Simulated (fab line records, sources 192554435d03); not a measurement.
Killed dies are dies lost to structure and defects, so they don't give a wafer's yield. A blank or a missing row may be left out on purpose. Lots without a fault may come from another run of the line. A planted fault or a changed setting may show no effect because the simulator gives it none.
Problem report in the 8D (eight disciplines) form, filled by code | flow n5_finfet | the parts of the form that need people (team, actions taken, sign-off) are left out

1. THE PROBLEM
beam_energy_keV at N5_MOL_CONTACT_COAG_IMPLANT_129 reads a mean of 1.5539 on 6 wafers of 2 lots; wafers without a fault read 3.0001 with a standard deviation of 0.0009. That is -99 or more standard deviations from the usual mean.
First seen on wafer L159.1, day 7 20:31, on implanter-01. The record holds 27 wafers of 9 lots with a number at this step. Rule for "out", or "out of limits": more than 4 standard deviations from the usual mean. The other wafers with a number count as sound.

2. WHAT IT IS AND WHAT IT IS NOT
question                    | is                                         | is not
which readings at this step | beam_energy_keV, end_station_pressure_torr | -
which lots                  | L159, L161                                 | L147, L148, L149, L156, L168, L169, L170
which wafers of those lots  | all that have a number                     | -
read on which tools         | implanter-01                               | implanter-02
when                        | from day 7 20:31                           | up to then (12 sound wafers); but 9 sound wafers of L168, L169, L170 came after

3. SUSPECTS, AND WHAT RULES EACH OUT
Counting: a tool at a process step up to the reading stays a suspect if it ran every lot that is out and no sound lot after the first of them.
- implanter-01 at N5_MOL_CONTACT_COAG_IMPLANT_129: kept. It ran every lot that is out, first L159 (day 7 20:31), and no sound lot after that; its last sound lot up to then is L156 (day 6 20:39). Its own readings are out on those wafers: beam_energy_keV, end_station_pressure_torr.
Left after counting: implanter-01 at N5_MOL_CONTACT_COAG_IMPLANT_129.

4. THE CAUSE (what the simulator had put in)
Process parameter drift: implanter-01, from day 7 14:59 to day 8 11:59, at N5_MOL_CONTACT_COAG_IMPLANT_129. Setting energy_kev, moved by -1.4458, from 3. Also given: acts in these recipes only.
Counting left only this tool.

5. THE CHAIN OF EFFECTS, in route order
Each row: a reading whose mean over the struck wafers that have a number lies more than 3 standard deviations from the usual. Only readings for which the record gives a usual standard deviation are gone through. hours: the time from each lot's start at the first step in this table that gives one to its start at this step, as a median over the lots. sigmas: the change in usual standard deviations.
hours | step                            | reading                   | usual        | on struck wafers | change   | sigmas
0     | N5_MOL_CONTACT_COAG_IMPLANT_129 | beam_energy_keV           | 3.0001       | 1.5539           | -1.4462  | -99 or more
0     | N5_MOL_CONTACT_COAG_IMPLANT_129 | end_station_pressure_torr | 5.9e-06 Torr | 1.1e-05          | +4.8e-06 | +13
The process steps in it:
- N5_MOL_CONTACT_COAG_IMPLANT_129
Later measuring or inspecting steps at which every struck wafer that the step has a row for has a number for every such reading, and none has moved that far: N5_BEOL_M4_RC_MEAS_101.

6. WHAT WOULD HAVE CAUGHT IT SOONER
In this record the first reading out of limits was taken at day 7 20:31, 6 hours after the fault began at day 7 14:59.
